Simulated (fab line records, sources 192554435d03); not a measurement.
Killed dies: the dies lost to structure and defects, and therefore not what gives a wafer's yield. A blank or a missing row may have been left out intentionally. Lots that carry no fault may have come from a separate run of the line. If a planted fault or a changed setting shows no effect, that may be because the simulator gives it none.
fab line records | flow n5-finfet
[record] lots = 12 | wafers = 33 | last-day = 19
route steps=1938 shown BEOL_M13@1670 BEOL_M14@1727
lots untouched by any fault: they come from a run of this same line in which no faults occurred
start-h: hours from the record's opening day to when the first of the lot's shown wafers began | wait-h: time in hours since the lot's previous step | " unchanged from the row above | L1.1+2: several wafers, shown together as one row | - no value, or no start given | * or withheld: withheld | < > ~ a bound
route shown NAME@n: names a module that has steps shown in the file, with the first one's number in the route | usual: mean/standard deviation of fault-free wafers | same: alike in all rows | chamber/n: place in a boat | sites: the reading at each site | _std_site: the values' standard deviation | _edge_site: inner sites' mean taken away from outer sites' mean | radius-mm: how far each site lies from the wafer's centre | mask NAME#n: copy n | behind: tool/chamber where the wafer was last shaped | hold: why the lot went on hold/how many hours it stayed there/how the hold came to an end | device: names the non-switching transistor (n, p or np) | end of line: tests run on the same wafers once the route is complete | step lacking rows: just its recipe | killed: at the first sort, the dies lost to defects and structure; wafer yield is something else | map: dies across one wafer; x = killed, . = not, _ = none there
set.NAME: the setting the step ran with; set.NAME@STEP: the setting that earlier step ran with | model.NAME: the simulator's own value behind a step, which no gauge read
one table for each step of the route and one row for each wafer, over a sample of lots
services: from which hour (start-h, from the record's first day; less than 0 if before it) a tool's chamber was out of use, for how many hours, and why
[[steps]]
[step N5_BEOL_M13_OVL_MEAS_11]
[recipe] points-per-wafer = 44
[usual] V12_OVL = -1/5
lot.wafer | tool       | chamber | start-h | wait-h | V12_OVL[nm]
L494.2    | overlay-01 | 0       | 257.62  | 0.0    | 2
L494.3    | "          | 0       | "       | "      | 1
L494.6    | "          | 0       | "       | "      | 0
L498.1    | overlay-02 | 0       | 270.12  | 0.0    | 0
L498.3    | "          | 0       | "       | "      | 3
L498.6    | "          | 0       | "       | "      | 7
L499.3    | overlay-02 | 0       | 270.62  | 0.0    | 0
L499.4    | "          | 0       | "       | "      | -3
L499.6    | "          | 0       | "       | "      | -1
L502.1    | overlay-01 | 0       | 294.32  | 0.0    | 4
L502.2    | "          | 0       | "       | "      | 1
L502.5    | "          | 0       | "       | "      | 6
L503.3    | overlay-02 | 0       | 302.80  | 0.0    | -7
L503.5    | "          | 0       | "       | "      | -6
L503.6    | "          | 0       | "       | "      | -3
L504.2    | overlay-02 | 0       | 306.20  | 0.0    | 6
L504.4    | "          | 0       | "       | "      | 2
L504.6    | "          | 0       | "       | "      | 7
L505.3    | overlay-02 | 0       | 311.78  | 0.0    | 12
L505.4    | "          | 0       | "       | "      | 2
L505.5    | "          | 0       | "       | "      | 6
L507.1    | overlay-02 | 0       | 326.17  | 0.0    | 1
L507.2    | "          | 0       | "       | "      | 2
L507.3    | "          | 0       | "       | "      | -2
L509.1    | overlay-01 | 0       | 339.84  | 0.0    | -10
L509.2    | "          | 0       | "       | "      | -8
L509.3    | "          | 0       | "       | "      | -6
L511.2    | overlay-02 | 0       | 375.98  | 0.0    | -11
L511.4    | "          | 0       | "       | "      | -5
L516.1    | overlay-02 | 0       | 410.51  | 0.0    | -5
L516.3    | "          | 0       | "       | "      | 3
L517.2    | overlay-01 | 0       | 411.02  | 0.0    | -1
L517.3    | "          | 0       | "       | "      | -5
[step N5_BEOL_M13_INSPECT_30]
[recipe] mode = adi | inspect-instrument = macro
[usual] raw-defect-count = 2.2/1.5
lot.wafer | tool              | chamber | start-h | wait-h | raw-defect-count
L494.2    | defect-inspect-01 | -       | 258.81  | 0.0    | 2
L494.3    | "                 | -       | "       | "      | 2
L494.6    | "                 | -       | "       | "      | 2
L498.1    | defect-inspect-01 | -       | 271.21  | 0.0    | 1
L498.3    | "                 | -       | "       | "      | 5
L498.6    | "                 | -       | "       | "      | 2
L499.3    | defect-inspect-02 | -       | 271.59  | 0.0    | 3
L499.4    | "                 | -       | "       | "      | 3
L499.6    | "                 | -       | "       | "      | 5
L502.1    | defect-inspect-02 | -       | 295.42  | 0.0    | 2
L502.2    | "                 | -       | "       | "      | 3
L502.5    | "                 | -       | "       | "      | 0
L503.3    | defect-inspect-02 | -       | 303.77  | 0.0    | 0
L503.5    | "                 | -       | "       | "      | 1
L503.6    | "                 | -       | "       | "      | 0
L504.2    | defect-inspect-02 | -       | 307.32  | 0.0    | 0
L504.4    | "                 | -       | "       | "      | 6
L504.6    | "                 | -       | "       | "      | 2
L505.3    | defect-inspect-01 | -       | 313.01  | 0.0    | 0
L505.4    | "                 | -       | "       | "      | 0
L505.5    | "                 | -       | "       | "      | 3
L507.1    | defect-inspect-01 | -       | 327.27  | 0.0    | 2
L507.2    | "                 | -       | "       | "      | 3
L507.3    | "                 | -       | "       | "      | 1
L509.1    | defect-inspect-01 | -       | 340.94  | 0.0    | 2
L509.2    | "                 | -       | "       | "      | 1
L509.3    | "                 | -       | "       | "      | 1
L511.2    | defect-inspect-02 | -       | 377.08  | 0.0    | 4
L511.4    | "                 | -       | "       | "      | 1
L516.1    | defect-inspect-02 | -       | 411.61  | 0.0    | 2
L516.3    | "                 | -       | "       | "      | 1
L517.2    | defect-inspect-02 | -       | 411.99  | 0.0    | 3
L517.3    | "                 | -       | "       | "      | 4
[step N5_BEOL_M13_SPUTTER_43]
[recipe] material = TaN | target-thk-a = 150 | temp-c = 50 | bias-v = 168.6 | power-w = 15000 | chamber-pressure-pa = 0.12 | time-s = 24.19
[usual] throttle-valve-pct = 30.2/1.2
lot.wafer | tool           | chamber | start-h | wait-h | throttle-valve-pct
L494.2    | pvd-sputter-02 | -       | 260.18  | 0.0    | 29.8
L494.3    | "              | -       | "       | "      | 29.0
L494.6    | "              | -       | "       | "      | 29.3
L499.3    | pvd-sputter-03 | -       | 290.35  | 0.0    | 31.2
L499.4    | "              | -       | "       | "      | 29.4
L499.6    | "              | -       | "       | "      | 30.3
L498.1    | pvd-sputter-02 | -       | 291.03  | 0.0    | 29.0
L498.3    | "              | -       | "       | "      | 29.4
L498.6    | "              | -       | "       | "      | 29.5
L502.1    | pvd-sputter-03 | -       | 297.74  | 0.0    | 29.5
L502.2    | "              | -       | "       | "      | 30.7
L502.5    | "              | -       | "       | "      | 31.2
L503.3    | pvd-sputter-02 | -       | 308.74  | 0.0    | 29.6
L503.5    | "              | -       | "       | "      | 28.9
L503.6    | "              | -       | "       | "      | 28.6
L504.2    | pvd-sputter-02 | -       | 309.86  | 0.0    | 29.4
L504.4    | "              | -       | "       | "      | 29.7
L504.6    | "              | -       | "       | "      | 28.9
L505.3    | pvd-sputter-02 | -       | 315.68  | 0.0    | 29.2
L505.4    | "              | -       | "       | "      | 28.6
L505.5    | "              | -       | "       | "      | 29.4
L507.1    | pvd-sputter-02 | -       | 328.89  | 0.0    | 28.5
L507.2    | "              | -       | "       | "      | 28.9
L507.3    | "              | -       | "       | "      | 29.2
L509.1    | pvd-sputter-02 | -       | 342.82  | 0.0    | 29.5
L509.2    | "              | -       | "       | "      | 29.4
L509.3    | "              | -       | "       | "      | 29.0
L511.2    | pvd-sputter-01 | -       | 381.15  | 0.0    | 31.2
L511.4    | "              | -       | "       | "      | 31.4
L516.1    | pvd-sputter-02 | -       | 419.16  | 0.0    | 29.2
L516.3    | "              | -       | "       | "      | 28.8
L517.2    | pvd-sputter-03 | -       | 419.23  | 0.0    | 29.3
L517.3    | "              | -       | "       | "      | 30.5
[step N5_BEOL_M13_CMP_49]
[recipe] stop-on = SiOC | t-overpolish-s = 17.1 | down-force-psi = 1 | platen-rpm = 50 | clearing-platen-down-force-psi = 1.5 | clearing-platen-rpm = 50 | post-cmp-clean = cu-alkaline | target-thk-nm = 420 | clearing-platen-pad-velocity-m-s = 0.99484 | pad-velocity-m-s = 0.99484
[usual] barrier-field-endpoint-s = 30.5/0.78 | clearing-platen-down-force-psi = 1.500/0.0032 | motor-current-A = 6.0/0.55 | platen-rpm = 50.00/0.036 | slurry-filter-dp-kPa = 13.49/0.13
lot.wafer | tool   | chamber | start-h | wait-h | barrier-field-endpoint-s | clearing-platen-down-force-psi | motor-current-A | platen-rpm | slurry-filter-dp-kPa
L494.2    | cmp-04 | 3       | 260.99  | 0.3    | 30.4                     | 1.501                          | 6.6             | 49.98      | 13.39
L494.3    | "      | 0       | "       | "      | 30.1                     | 1.494                          | 5.8             | 49.99      | 13.50
L494.6    | "      | 1       | "       | "      | 30.3                     | 1.499                          | 6.5             | 50.04      | 13.39
L499.3    | cmp-02 | 3       | 291.12  | 0.2    | 31.5                     | 1.498                          | 5.8             | 50.01      | 13.26
L499.4    | "      | 0       | "       | "      | 31.3                     | 1.495                          | 6.5             | 50.00      | 13.46
L499.6    | "      | 2       | "       | "      | 30.5                     | 1.504                          | 6.3             | 49.97      | 13.64
L498.1    | cmp-02 | 0       | 292.28  | 0.3    | 31.9                     | 1.497                          | 6.3             | 49.98      | 13.23
L498.3    | "      | 2       | "       | "      | 31.5                     | 1.499                          | 6.1             | 50.00      | 13.54
L498.6    | "      | 0       | "       | "      | 31.3                     | 1.503                          | 6.5             | 49.95      | 13.51
L502.1    | cmp-01 | 2       | 298.55  | 0.3    | 31.6                     | 1.497                          | 5.3             | 49.94      | 13.31
L502.2    | "      | 3       | "       | "      | 31.6                     | 1.495                          | 6.2             | 50.00      | 13.36
L502.5    | "      | 0       | "       | "      | 30.8                     | 1.508                          | 5.2             | 50.03      | 13.46
L503.3    | cmp-01 | 3       | 310.16  | 0.2    | 30.1                     | 1.499                          | 6.4             | 50.01      | 13.38
L503.5    | "      | 2       | "       | "      | 29.8                     | 1.496                          | 5.3             | 50.06      | 13.82
L503.6    | "      | 3       | "       | "      | 30.9                     | 1.496                          | 6.2             | 50.04      | 13.46
L504.4    | cmp-01 | 1       | 311.06  | 0.1    | 31.0                     | 1.504                          | 6.3             | 49.97      | 13.46
L504.2    | "      | 2       | "       | "      | 30.6                     | 1.495                          | 5.1             | 50.04      | 13.53
L504.6    | "      | 1       | "       | "      | 30.0                     | 1.499                          | 5.8             | 50.00      | 13.67
L505.3    | cmp-02 | 3       | 316.50  | 0.3    | 31.1                     | 1.499                          | 5.8             | 49.98      | 13.65
L505.4    | "      | 0       | "       | "      | 30.1                     | 1.498                          | 6.7             | 49.98      | 13.60
L505.5    | "      | 2       | "       | "      | 29.5                     | 1.498                          | 6.2             | 49.93      | 13.46
L507.1    | cmp-01 | 1       | 330.58  | 0.5    | 37.1                     | 1.499                          | 6.2             | 49.98      | 13.61
L507.2    | "      | 2       | "       | "      | 30.8                     | 1.503                          | 5.0             | 50.01      | 13.49
L507.3    | "      | 3       | "       | "      | 38.5                     | 1.499                          | 5.9             | 49.98      | 13.37
L509.1    | cmp-01 | 2       | 343.55  | 0.3    | 35.9                     | 1.495                          | 5.3             | 50.00      | 13.44
L509.3    | "      | 3       | "       | "      | 37.0                     | 1.499                          | 6.1             | 50.01      | 13.25
L509.2    | "      | 1       | "       | "      | 30.9                     | 1.498                          | 6.0             | 50.03      | 13.54
L511.4    | cmp-02 | 1       | 381.89  | 0.1    | 29.9                     | 1.498                          | 5.3             | 49.99      | 13.44
L511.2    | "      | 2       | "       | "      | 30.5                     | 1.500                          | 5.7             | 49.90      | 13.47
L517.2    | cmp-01 | 3       | 419.96  | 0.2    | 31.1                     | 1.504                          | 6.5             | 50.02      | 13.48
L517.3    | "      | 2       | "       | "      | 30.2                     | 1.497                          | 5.2             | 49.96      | 13.52
L516.1    | cmp-02 | 2       | 419.97  | 0.3    | 30.2                     | 1.499                          | 6.0             | 49.97      | 13.42
L516.3    | "      | 3       | "       | "      | 30.1                     | 1.500                          | 5.9             | 50.07      | 13.61
[step N5_BEOL_M14_OVL_MEAS_11]
[recipe] points-per-wafer = 44
[usual] V13_OVL = 0/6.9
lot.wafer | tool       | chamber | start-h | wait-h | V13_OVL[nm]
L494.2    | overlay-02 | 0       | 261.93  | 0.0    | 6
L494.3    | "          | 0       | "       | "      | 16
L494.6    | "          | 0       | "       | "      | 12
L499.3    | overlay-02 | 0       | 292.23  | 0.0    | 1
L499.4    | "          | 0       | "       | "      | -2
L499.6    | "          | 0       | "       | "      | 1
L498.1    | overlay-01 | 0       | 293.29  | 0.0    | -4
L498.3    | "          | 0       | "       | "      | -1
L498.6    | "          | 0       | "       | "      | -1
L502.1    | overlay-02 | 0       | 299.61  | 0.0    | 9
L502.2    | "          | 0       | "       | "      | 1
L502.5    | "          | 0       | "       | "      | 8
L503.3    | overlay-02 | 0       | 311.14  | 0.0    | 1
L503.5    | "          | 0       | "       | "      | -6
L503.6    | "          | 0       | "       | "      | 0
L504.2    | overlay-02 | 0       | 312.07  | 0.0    | -4
L504.4    | "          | 0       | "       | "      | -5
L504.6    | "          | 0       | "       | "      | -7
L505.3    | overlay-01 | 0       | 317.44  | 0.0    | 5
L505.4    | "          | 0       | "       | "      | -3
L505.5    | "          | 0       | "       | "      | 8
L507.1    | overlay-01 | 0       | 331.55  | 0.0    | -12
L507.2    | "          | 0       | "       | "      | 6
L507.3    | "          | 0       | "       | "      | -2
L509.1    | overlay-01 | 0       | 344.57  | 0.0    | -7
L509.2    | "          | 0       | "       | "      | 2
L509.3    | "          | 0       | "       | "      | -7
L511.2    | overlay-02 | 0       | 382.91  | 0.0    | 2
L511.4    | "          | 0       | "       | "      | 3
L516.1    | overlay-02 | 0       | 421.01  | 0.0    | 7
L516.3    | "          | 0       | "       | "      | 7
L517.2    | overlay-02 | 0       | 421.46  | 0.0    | -9
L517.3    | "          | 0       | "       | "      | -4
[[services]]
tool           | chamber | start-h | hours | kind
cmp-02         | -       | 240.69  | 4.6   | pm
cmp-01         | -       | 243.11  | 1.0   | repair
cmp-01         | -       | 250.04  | 14.9  | pm
cmp-01         | -       | 269.52  | 5.5   | repair
cmp-02         | -       | 270.72  | 4.0   | pm
pvd-sputter-03 | -       | 294.50  | 0.8   | repair
cmp-04         | -       | 296.61  | 0.9   | repair
cmp-02         | -       | 303.82  | 0.9   | repair
cmp-02         | -       | 327.71  | 16.8  | pm
cmp-04         | -       | 329.53  | 6.7   | pm
cmp-04         | -       | 341.12  | 1.1   | repair
pvd-sputter-03 | -       | 376.74  | 2.5   | repair
cmp-04         | -       | 386.88  | 4.0   | pm
cmp-04         | -       | 390.88  | -     | consumable-replace:conditioner
cmp-04         | -       | 390.88  | -     | consumable-replace:pad
pvd-sputter-01 | -       | 396.40  | 1.4   | repair
cmp-04         | -       | 399.30  | 7.2   | pm
cmp-02         | -       | 405.20  | 3.0   | repair
pvd-sputter-02 | -       | 410.52  | 0.9   | repair
pvd-sputter-02 | -       | 415.84  | 1.9   | repair
[[key]]
[first-sign] step = N5_BEOL_M13_CMP_49 | reading = barrier-field-endpoint-s | direction = up | sigmas = 8.4 | usual = 30.5 | struck = 37.1
effect none on later readings
met-at N5_BEOL_M13_SPUTTER_43
struck-lots L507,L509
struck-wafers L507.1,L507.3,L509.1,L509.3
not-acting-at N5_BEOL_M13_OVL_MEAS_11,N5_BEOL_M13_INSPECT_30,N5_BEOL_M14_OVL_MEAS_11
onset-between 315.68 328.89
[fault] kind = process-parameter-drift | tool = pvd-sputter-02 | chamber = - | onset-h = 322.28 | steps = N5_BEOL_M13_SPUTTER_43 | channel = time-s | offset = * | shape = step | end-h = 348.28 | scope = struck-wafers-only | acts-in = * | stated = *
